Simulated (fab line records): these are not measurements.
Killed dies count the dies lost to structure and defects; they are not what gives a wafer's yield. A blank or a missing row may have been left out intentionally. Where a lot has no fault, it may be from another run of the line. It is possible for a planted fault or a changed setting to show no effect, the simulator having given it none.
Matching of chambers ; flow n5_finfet ; 4 sister chambers for N5_MIM_TOP_LITHO_DESCUM_10 on rie_diel-03
The step chemistry O2, time 7.9 s. 4 wafers are shown with their chamber, then 10 later ones without.

## WAFERS, EACH WITH ITS CHAMBER
wafer;chamber;drypump_motor_current_A (A)
L085.1;2;6.0
L091.3;0;6.2
L092.2;3;5.6
L092.4;1;5.2

## WAFERS WITH NO CHAMBER GIVEN
wafer;drypump_motor_current_A (A)
L092.5;6.0
L093.1;5.2
L093.5;6.0
L093.6;5.2
L095.1;6.0
L095.3;6.3
L095.5;6.2
L097.2;6.3
L097.3;6.0
L097.4;5.7

## THE CHAMBER EACH PASSED THROUGH
wafer;from the rows above;in truth
L092.5;2;2
L093.1;1;1
L093.5;2;2
L093.6;1;1
L095.1;2;2
L095.3;0;0
L095.5;0;0
L097.2;0;0
L097.3;2;2
L097.4;3;3
Correctly placed: 10 of 10. Left unplaced by these rows: 0. Placed wrongly: 0.
How it was worked out, from the rows above alone: a wafer's distance from a chamber is the root of the sum, over the readings, of the square of ((its reading less the chamber's mean) divided by the reading's scatter). If the next closest chamber is less than 2 further off than the closest, the wafer can't be placed; otherwise it belongs to the closest. For every chamber, the mean is computed from those of its wafers that are shown. The scatter: with one shown wafer a chamber, the root of the mean of the squares of how far each hidden wafer lies from its nearest shown one.
